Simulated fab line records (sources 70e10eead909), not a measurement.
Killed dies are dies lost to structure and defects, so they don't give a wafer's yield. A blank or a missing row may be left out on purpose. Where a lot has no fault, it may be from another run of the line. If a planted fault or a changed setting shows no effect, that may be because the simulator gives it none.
fab line records	flow nand-harc
[record] lots = 6	wafers = 18	last-day = 24
route steps=1159 shown A_BLC@990 A_M0@994 END@1159
lots with no fault: from the same line, run without faults
start-h: hours from the record's first day to the start of the lot's first wafer shown	wait-h: hours elapsed since this lot's preceding step	" the same as in the row above	L1.1+2: several wafers, shown together as one row	- no value present, or no start provided	* or withheld: withheld	< > ~ a bound
route shown NAME@n: names a module that has steps shown in the file, with the first one's number in the route	usual: mean/standard deviation taken from wafers without a fault	same: alike in all rows	chamber/n: place in a boat	sites: the reading at each site	_std_site: the values' standard deviation	_edge_site: mean of outer sites minus mean of inner sites	radius-mm: how far each site lies from the wafer's centre	mask NAME#n: copy n	behind: the tool/chamber that last shaped the wafer	hold: the reason the lot was held/the length of the hold in hours/how it ended	device: which transistor (n, p or np) failed to switch	end of line: the route-end tests of the same wafers	for a step that has no rows: nothing shown but its recipe	killed: the dies lost at the first sort to structure and to defects; this is not the yield of the wafer	map: per-die view of a wafer (x killed, . not killed, _ where there is no die)
set.NAME: setting as actually run; set.NAME@STEP: the setting as run at that earlier step	model.NAME: the simulator's own value behind a step, which no gauge read
lots seen at some steps along the route; tables by step, rows by wafer
services: the hour from which a tool's chamber was out of use, counted from the record's first day as start-h (under 0 if before that day), plus the number of hours and why
[[steps]]
[step NHARC_A_BLC_CMP_25]
[recipe] t-overpolish-s = 30	target-thk-nm = 150
[usual] motor-current-A = 11.5/0.97	overpolish-run-s = 29.998/0.0091	time-to-endpoint-s = 30.1/2.6
lot.wafer	tool	chamber	start-h	wait-h	motor-current-A	overpolish-run-s	time-to-endpoint-s
L250.2	cmp-02	0	406.02	0.5	12.2	30.003	33.2
L250.4	"	1	"	"	11.3	30.000	30.8
L250.5	"	3	"	"	10.3	30.004	29.8
L249.2	cmp-02	0	410.50	0.4	11.9	30.005	32.3
L249.3	"	1	"	"	10.7	29.993	35.7
L249.5	"	0	"	"	11.3	30.000	32.2
L258.2	cmp-01	3	473.38	0.4	13.2	29.994	24.1
L258.4	"	2	"	"	11.8	29.984	26.9
L258.6	"	3	"	"	14.1	30.004	25.3
L261.3	cmp-02	2	495.82	0.4	11.5	29.999	35.1
L261.5	"	0	"	"	11.9	30.012	35.7
L261.6	"	1	"	"	11.5	30.007	34.6
L267.4	cmp-02	3	510.99	0.4	9.9	29.984	28.6
L267.1	"	0	"	"	11.6	30.007	31.6
L267.6	"	2	"	"	11.1	30.018	30.3
L269.1	cmp-03	0	523.84	0.5	9.4	29.995	30.0
L269.2	"	1	"	"	11.7	30.001	26.1
L269.3	"	3	"	"	11.2	29.997	32.1
[step NHARC_A_BLC_SRD_27]
[step NHARC_A_BLC_INSPECT_28]
[usual] raw-defect-count = 432/130
lot.wafer	tool	chamber	start-h	wait-h	raw-defect-count
L250.2	defect-inspect-01	-	406.37	0.1	379
L250.4	"	-	"	"	328
L250.5	"	-	"	"	506
L249.2	defect-inspect-01	-	410.88	0.1	398
L249.3	"	-	"	"	308
L249.5	"	-	"	"	323
L258.2	defect-inspect-01	-	473.78	0.1	300
L258.4	"	-	"	"	359
L258.6	"	-	"	"	399
L261.3	defect-inspect-02	-	496.17	0.1	325
L261.5	"	-	"	"	295
L261.6	"	-	"	"	439
L267.1	defect-inspect-02	-	511.37	0.1	312
L267.4	"	-	"	"	410
L267.6	"	-	"	"	468
L269.1	defect-inspect-01	-	524.24	0.1	284
L269.2	"	-	"	"	452
L269.3	"	-	"	"	418
[step NHARC_A_M0_DEP_00]
[recipe] target-thk-a = 1500	target-thk-nm = 150	temp-c = withheld	pressure-torr = 5	flow-sccm = 200	rf-w = 600	material = SiOC
[step NHARC_A_M0_DEHYDRATE_01]
[recipe] temp-c = 150	time-s = 120
[step NHARC_A_M0_HMDS_02]
[recipe] time-s = 30
[step NHARC_A_M0_COAT_33]
[recipe] temp-c = 200	time-s = 65
[step NHARC_A_M0_COAT_03]
[recipe] spin-rpm = 1500	resist-thk-nm = 90
[step NHARC_A_M0_SOFTBAKE_04]
[recipe] temp-c = 105	time-s = 55
[step NHARC_A_M0_EBR_05]
[step NHARC_A_M0_EXPOSE_06]
[recipe] na = 1.35	target-cd-nm = 80	dose-mj = 83.25	mask-id = A_M0
[step NHARC_A_M0_PEB_07]
[recipe] peb-temp-c = 100	peb-time-s = 65
[usual] heater-power-total-W = 156.6/0.44	plate-temp-C = 100.01/0.14
[same] peb-time-s = 65
lot.wafer	tool	chamber	start-h	wait-h	heater-power-total-W	plate-temp-C
L250.2	litho-track-01	0	407.19	0.1	157.1	100.01
L250.4	"	0	"	"	157.1	99.94
L250.5	"	0	"	"	156.1	99.99
L249.2	litho-track-06	0	411.58	0.1	156.2	100.12
L249.3	"	0	"	"	156.0	99.81
L249.5	"	0	"	"	157.1	99.96
L258.2	litho-track-01	0	474.60	0.1	155.5	99.20
L258.4	"	0	"	"	155.5	99.28
L258.6	"	0	"	"	154.4	99.36
L261.3	litho-track-01	0	496.87	0.0	155.3	99.35
L261.5	"	0	"	"	154.4	99.29
L261.6	"	0	"	"	155.2	99.41
L267.1	litho-track-06	0	512.06	0.1	156.8	99.81
L267.4	"	0	"	"	155.9	100.07
L267.6	"	0	"	"	156.3	100.14
L269.1	litho-track-06	0	524.96	0.1	157.1	100.35
L269.2	"	0	"	"	157.1	100.16
L269.3	"	0	"	"	156.7	100.14
[step NHARC_A_M0_DEVELOP_08]
[recipe] develop-time-s = 35	dev-temp-c = 23
[step NHARC_A_M0_CD_MEAS_09]
[recipe] target-cd-nm = 80	landing-energy-ev = 500
[usual] cd-nm = 80.1/0.6
lot.wafer	tool	chamber	start-h	wait-h	hold	cd-nm
L250.2	cd-sem-02	0	407.27	-	-	80.4
L250.4	"	0	"	"	-	81.2
L250.5	"	0	"	"	-	79.4
L249.2	cd-sem-02	0	411.66	-	-	80.0
L249.3	"	0	"	"	-	78.8
L249.5	"	0	"	"	-	80.7
L258.2	cd-sem-01	0	474.68	-	await-dispo/0.2h/release	76.8
L258.4	"	0	"	"	await-dispo/0.2h/release	76.8
L258.6	"	0	"	"	await-dispo/0.2h/release	76.1
L258.2	cd-sem-01	0	-	-	-	76.7
L258.4	"	0	"	"	-	76.9
L258.6	"	0	"	"	-	76.2
L261.3	cd-sem-01	0	496.95	-	await-dispo/0.2h/release	77.9
L261.5	"	0	"	"	await-dispo/0.2h/release	77.4
L261.6	"	0	"	"	await-dispo/0.2h/release	77.8
L261.3	cd-sem-01	0	-	-	-	77.6
L261.5	"	0	"	"	-	77.2
L261.6	"	0	"	"	-	77.6
L267.1	cd-sem-02	0	512.14	-	-	80.4
L267.4	"	0	"	"	-	80.0
L267.6	"	0	"	"	-	80.1
L269.1	cd-sem-03	0	525.04	-	-	80.7
L269.2	"	0	"	"	-	79.4
L269.3	"	0	"	"	-	80.4
[step NHARC_A_M0_OVL_MEAS_10]
[recipe] pitch-nm = 160
[usual] overlay-x-nm = -0.1/0.52	overlay-y-nm = -0.2/0.82
lot.wafer	tool	chamber	start-h	wait-h	hold	overlay-x-nm	overlay-y-nm
L250.2	overlay-02	-	407.37	-	-	0.3	-0.3
L250.4	"	-	"	"	-	0.2	-0.4
L250.5	"	-	"	"	-	0.9	-0.5
L249.2	overlay-01	-	411.74	-	-	0.0	-0.8
L249.3	"	-	"	"	-	-0.2	-0.7
L249.5	"	-	"	"	-	0.4	-0.6
L258.2	overlay-02	-	476.48	-	await-dispo/1.5h/release	-0.8	-0.9
L258.4	"	-	"	"	await-dispo/1.5h/release	-1.1	-0.7
L258.6	"	-	"	"	await-dispo/1.5h/release	-0.4	0.2
L261.3	overlay-02	-	500.03	-	await-dispo/2.8h/release	0.1	1.0
L261.5	"	-	"	"	await-dispo/2.8h/release	0.3	1.0
L261.6	"	-	"	"	await-dispo/2.8h/release	0.7	1.1
L267.1	overlay-02	-	512.23	-	-	0.6	-0.2
L267.4	"	-	"	"	-	0.3	0.3
L267.6	"	-	"	"	-	0.1	0.1
L269.1	overlay-02	-	525.13	-	-	-0.6	-0.3
L269.2	"	-	"	"	-	-0.3	0.3
L269.3	"	-	"	"	-	-0.8	-0.7
[step NHARC_A_M0_INSPECT_11]
[usual] raw-defect-count = 31/15
lot.wafer	tool	chamber	start-h	wait-h	raw-defect-count
L250.2	defect-inspect-02	-	407.41	0.0	37
L250.4	"	-	"	"	27
L250.5	"	-	"	"	33
L249.2	defect-inspect-02	-	411.78	0.0	32
L249.3	"	-	"	"	25
L249.5	"	-	"	"	27
L258.2	defect-inspect-01	-	476.52	0.0	61
L258.4	"	-	"	"	46
L258.6	"	-	"	"	46
L261.3	defect-inspect-02	-	500.06	0.0	23
L261.5	"	-	"	"	15
L261.6	"	-	"	"	28
L267.1	defect-inspect-02	-	512.27	0.0	39
L267.4	"	-	"	"	40
L267.6	"	-	"	"	40
L269.1	defect-inspect-01	-	525.16	0.0	16
L269.2	"	-	"	"	26
L269.3	"	-	"	"	19
[step NHARC_A_M0_DESCUM_14]
[recipe] time-s = 3	o2-flow-sccm = 200	ar-flow-sccm = 0	bias-power-w = 0	chemistry = O2
[usual] drypump-motor-current-A = 5.5/0.4	oes-product-au = 0.996/0.0091	rf-vpp-V = 57.7/0.91	showerhead-plenum-p-Torr = 1.89/0.1	throttle-valve-pct = 11.311/0.0086
lot.wafer	tool	chamber	start-h	wait-h	drypump-motor-current-A	oes-product-au	rf-hours-counter-h	rf-vpp-V	showerhead-plenum-p-Torr	throttle-valve-pct	model.A_M0.cd-nm
L250.2	rie-diel-04	3	407.48	0.1	5.9	1.003	7	56.6	1.83	11.314	80.39
L250.5	"	2	"	"	5.9	0.982	-	57.5	1.79	11.307	80.06
L250.4	"	1	"	"	5.4	1.006	-	59.3	2.02	11.298	81.84
L249.2	rie-diel-04	0	411.86	0.1	5.7	0.999	8	56.4	1.83	11.303	80.39
L249.3	"	1	"	"	5.4	1.003	8	58.5	2.02	11.319	79
L249.5	"	3	"	"	5.9	1.008	-	56.2	1.83	11.308	80.43
L258.2	rie-diel-09	1	476.58	0.1	5.1	0.996	3	58.2	1.92	11.304	77.76
L258.4	"	3	"	"	5.3	0.994	3	57.5	2.04	11.313	76.92
L258.6	"	1	"	"	5.1	0.986	-	58.3	1.92	11.307	76.78
L261.3	rie-diel-04	3	500.14	0.1	5.9	0.980	1	57.5	1.83	11.295	78.2
L261.6	"	1	"	"	5.5	0.997	-	56.2	2.01	11.308	77.61
L261.5	"	2	"	"	6.0	0.989	-	57.9	1.79	11.325	77.66
L267.4	rie-diel-04	3	512.33	0.1	5.9	0.990	3	57.7	1.83	11.291	80
L267.1	"	0	"	"	5.7	1.000	2	59.4	1.83	11.317	79.05
L267.6	"	0	"	"	5.7	1.008	-	58.5	1.83	11.309	79.43
L269.3	rie-diel-09	3	525.23	0.1	5.3	0.987	7	57.1	2.04	11.314	80.33
L269.1	"	0	"	"	5.1	0.987	6	56.9	1.79	11.299	80.66
L269.2	"	2	"	"	5.3	1.009	7	56.8	1.79	11.295	79.1
[step NHARC_A_M0_ETCH_34]
[recipe] target-depth-a = 400	overetch-a = 120	time-s = 43.94	ion-energy-ev = 200	n2-flow-sccm = 150	h2-flow-sccm = 150	ar-flow-sccm = 0	rf-w = 400	bias-w = 150	chemistry = N2/H2
[usual] drypump-motor-current-A = 5.5/0.39	oes-product-au = 0.996/0.0093	rf-fwd-power-W = 395.0/2.1	rf-vpp-V = 430/3.3	showerhead-plenum-p-Torr = 2.02/0.11	throttle-valve-pct = 14.172/0.0093
lot.wafer	tool	chamber	start-h	wait-h	drypump-motor-current-A	oes-product-au	rf-fwd-power-W	rf-hours-counter-h	rf-vpp-V	showerhead-plenum-p-Torr	throttle-valve-pct
L250.2	rie-diel-04	1	407.58	0.1	5.4	0.997	396.5	8	433	2.15	14.180
L250.4	"	3	"	"	5.9	1.006	392.7	-	428	1.95	14.170
L250.5	"	2	"	"	5.9	0.983	393.4	-	427	1.90	14.171
L249.3	rie-diel-04	0	411.92	0.1	5.7	0.992	394.1	8	428	1.95	14.158
L249.2	"	2	"	"	5.9	0.987	395.2	8	425	1.90	14.170
L249.5	"	0	"	"	5.7	0.996	394.1	-	429	1.95	14.169
L258.4	rie-diel-09	3	476.76	0.1	5.3	0.987	394.2	3	434	2.18	14.186
L258.2	"	1	"	"	5.1	0.986	397.2	3	431	2.05	14.176
L258.6	"	3	"	"	5.4	0.983	396.7	-	436	2.18	14.180
L261.3	rie-diel-04	0	500.21	0.1	5.6	1.000	394.9	1	429	1.95	14.173
L261.5	"	0	"	"	5.7	1.010	397.3	-	427	1.95	14.158
L261.6	"	1	"	"	5.4	1.000	397.7	-	433	2.15	14.172
L267.1	rie-diel-04	1	512.41	0.1	5.4	1.000	395.0	3	434	2.15	14.178
L267.4	"	2	"	"	5.9	0.989	394.1	3	427	1.90	14.177
L267.6	"	2	"	"	5.9	0.995	396.3	-	427	1.90	14.172
L269.3	rie-diel-09	0	525.32	0.1	5.1	0.990	392.6	6	427	1.90	14.156
L269.1	"	1	"	"	5.1	0.988	396.6	7	430	2.05	14.186
L269.2	"	2	"	"	5.3	1.014	393.7	7	426	1.91	14.178
[step NHARC_A_M0_ETCH_15]
[recipe] target-depth-a = 1500	overetch-a = 150	time-s = 82.5	c4f8-flow-sccm = withheld	ar-flow-sccm = 400	rf-w = 600	bias-w = 300	chemistry = C4F8/Ar
[usual] oes-product-au = 0.949/0.022	rf-fwd-power-W = 595.1/2.4	rf-vpp-V = 440/3.4
lot.wafer	tool	chamber	start-h	wait-h	oes-product-au	rf-fwd-power-W	rf-hours-counter-h	rf-vpp-V	model.A_M0.cd-nm
L250.2	rie-diel-04	1	-	-	0.911	596.6	8	443	80.19
L250.5	"	3	"	"	0.951	593.2	-	437	80.24
L250.4	"	2	"	"	0.907	596.5	-	437	81.68
L249.2	rie-diel-04	0	-	-	0.968	595.0	8	439	80.67
L249.3	"	2	"	"	0.945	592.6	8	438	78.81
L249.5	"	0	"	"	0.970	593.9	-	437	80.19
L258.4	rie-diel-09	3	-	-	0.960	595.4	3	446	76.44
L258.2	"	0	"	"	0.967	591.4	3	436	77.85
L258.6	"	2	"	"	0.979	595.1	-	438	76.27
L261.3	rie-diel-04	0	-	-	0.970	594.1	1	439	78.26
L261.5	"	1	"	"	0.947	597.4	-	445	77.72
L261.6	"	2	"	"	0.936	593.5	-	436	77.53
L267.4	rie-diel-04	0	-	-	0.964	590.6	2	438	79.88
L267.1	"	2	"	"	0.977	593.2	3	436	78.99
L267.6	"	0	"	"	0.963	588.4	-	439	79.61
L269.2	rie-diel-09	3	-	-	0.898	594.2	7	446	78.95
L269.3	"	0	"	"	0.916	594.4	7	438	80.27
L269.1	"	2	"	"	0.931	598.6	7	436	80.9
[step NHARC_A_M0_CD_MEAS_16]
[usual] cd-nm = 80.1/0.8
lot.wafer	tool	chamber	start-h	wait-h	hold	cd-nm
L250.2	cd-sem-02	-	407.83	-	-	80.2
L250.4	"	-	"	"	-	81.6
L250.5	"	-	"	"	-	80.4
L249.2	cd-sem-01	-	412.14	-	-	80.3
L249.3	"	-	"	"	-	78.6
L249.5	"	-	"	"	-	80.0
L258.2	cd-sem-01	-	476.97	-	await-dispo/0.2h/release	77.5
L258.4	"	-	"	"	await-dispo/0.2h/release	76.8
L258.6	"	-	"	"	await-dispo/0.2h/release	76.0
L258.2	cd-sem-01	-	477.16	0.2	-	77.8
L258.4	"	-	"	"	-	76.2
L258.6	"	-	"	"	-	76.4
L261.3	cd-sem-01	-	500.72	-	-	78.2
L261.5	"	-	"	"	-	77.5
L261.6	"	-	"	"	-	77.9
L267.1	cd-sem-01	-	512.63	-	-	78.7
L267.4	"	-	"	"	-	80.2
L267.6	"	-	"	"	-	79.8
L269.1	cd-sem-03	-	525.52	-	-	81.1
L269.2	"	-	"	"	-	79.3
L269.3	"	-	"	"	-	80.3
[step NHARC_END_SORT_01]
[recipe] temp-c = 25
[usual] defect-limited-yield = 95.7/1.4	killed-at-array = 25/9.2	killed-at-other = 0.9/1.3	killed-at-periphery = 3.3/2.3	killed-dies = 29/9.6	killed-open = 3.2/1.8	killed-short = 2/1.4	sort_bin_2_pct = 1.3/0.65	sort_bin_3_pct = 0.25/0.21	sort_bin_4_pct = 2.8/0.9	sort-n-pass = 648/9.6	sort-rim-yield-pct = 94/3	sort-yield-pct = 95.7/1.4
[same] gross-dies = 677	sort_bin_5_pct[%] = 0	sort_bin_6_pct[%] = 0	sort_bin_7_pct[%] = 0	sort_bin_8_pct[%] = 0	sort-rim-n-gross = 106.00
lot.wafer	tool	chamber	start-h	wait-h	defect-limited-yield[%]	killed-at-array	killed-at-other	killed-at-periphery	killed-dies	killed-open	killed-short	sort_bin_2_pct[%]	sort_bin_3_pct[%]	sort_bin_4_pct[%]	sort-n-pass	sort-rim-yield-pct[%]	sort-yield-pct[%]
L258.2	prober-02	0	523.68	2.8	92.3	45	0	7	52	0	2	1.3	0.30	6.1	625	90	92.3
L258.4	prober-02	0	525.29	3.4	93.4	35	0	10	45	1	3	1.3	0.44	4.9	632	85	93.4
L258.6	prober-02	0	526.90	4.0	93.8	33	0	9	42	3	3	1.5	0.74	4.0	635	87	93.8
L261.3	prober-02	0	543.60	3.1	96.0	22	1	4	27	5	1	1.3	0	2.7	650	96	96.0
// killed by level:class
L258.2 A_CHANNEL_HOLE_D1:chamber-film-flake=24 A_SLIT:chamber-film-flake=10 P_CONTACT:chamber-film-flake=7 A_STAIRCASE:chamber-film-flake=6 A_M0:chamber-film-flake=2 A_CHANNEL_HOLE_D1:geometric-particle:short=1 A_WL_FILL:geometric-particle:short=1 A_ZERO_WELL:chamber-film-flake=1
L258.4 A_CHANNEL_HOLE_D1:chamber-film-flake=13 A_SLIT:chamber-film-flake=12 P_CONTACT:chamber-film-flake=9 A_STAIRCASE:chamber-film-flake=3 A_M0:geometric-particle:short=2 A_CHANNEL_FILL_D1:geometric-particle:short=1 A_WL_FILL:geometric-particle:open=1 P_STI:chamber-film-flake=1
L258.6 A_CHANNEL_HOLE_D1:chamber-film-flake=10 P_CONTACT:chamber-film-flake=8 A_SLIT:chamber-film-flake=7 A_STAIRCASE:chamber-film-flake=6 A_BLC:geometric-particle:open=2 A_M0:chamber-film-flake=2 A_CONTACT:chamber-film-flake=2 P_M1:geometric-particle:open=1
L261.3 A_STAIRCASE:chamber-film-flake=9 A_SLIT:chamber-film-flake=4 A_CHANNEL_HOLE_D1:chamber-film-flake=3 P_CONTACT:geometric-particle:open=2 A_M0:geometric-particle:open=2 A_CONTACT:chamber-film-flake=2 P_M1:geometric-particle:open=1 A_SGD_CUT:geometric-particle:short=1
[[services]]
tool	chamber	start-h	hours	kind
rie-diel-04	0	395.95	-	clean
rie-diel-04	1	395.95	-	clean
rie-diel-04	2	395.95	-	clean
rie-diel-04	3	395.95	-	clean
cmp-02	-	397.79	1.1	repair
rie-diel-04	0	403.57	8.0	repair
rie-diel-04	0	420.45	-	clean
rie-diel-04	1	420.45	-	clean
rie-diel-04	2	420.45	-	clean
rie-diel-04	3	420.45	-	clean
cmp-02	-	422.66	4.0	pm
rie-diel-09	-	431.11	9.0	pm
litho-track-01	-	443.00	7.0	pm
rie-diel-04	0	444.95	-	clean
rie-diel-04	1	444.95	-	clean
rie-diel-04	2	444.95	-	clean
cmp-02	-	445.32	2.6	repair
cmp-03	-	450.00	4.0	pm
rie-diel-09	-	455.34	0.6	repair
rie-diel-04	-	465.95	9.0	pm
litho-track-06	-	467.00	7.0	pm
cmp-01	-	473.53	4.0	pm
cmp-03	-	496.76	3.3	repair
cmp-02	-	520.66	4.0	pm
[[key]]
[first-sign] step = NHARC_A_M0_PEB_07	reading = plate-temp-C	direction = down	sigmas = 5.1	usual = *	struck = *
[effect] step = NHARC_A_M0_PEB_07	reading = heater-power-total-W	direction = down	sigmas = 3.5	usual = *	struck = *
[effect] step = NHARC_A_M0_CD_MEAS_09	reading = visit	direction = added
[effect] step = NHARC_A_M0_CD_MEAS_16	reading = visit	direction = added
[model-effect] step = NHARC_A_M0_DESCUM_14	value = A_M0.cd-nm	without = 80.48	struck = 77.49
[model-effect] step = NHARC_A_M0_ETCH_15	value = A_M0.cd-nm	without = 80.33	struck = 77.34
met-at NHARC_A_M0_PEB_07
struck-wafers L258.2,L258.4,L258.6,L261.3,L261.5,L261.6
onset-between 407.19 474.60
[fault] kind = process-parameter-drift	tool = litho-track-01	chamber = -	onset-h = 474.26	steps = NHARC_A_M0_PEB_07	channel = peb-temp-c	offset = *	shape = step	end-h = 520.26	acts-in = *	stated = *
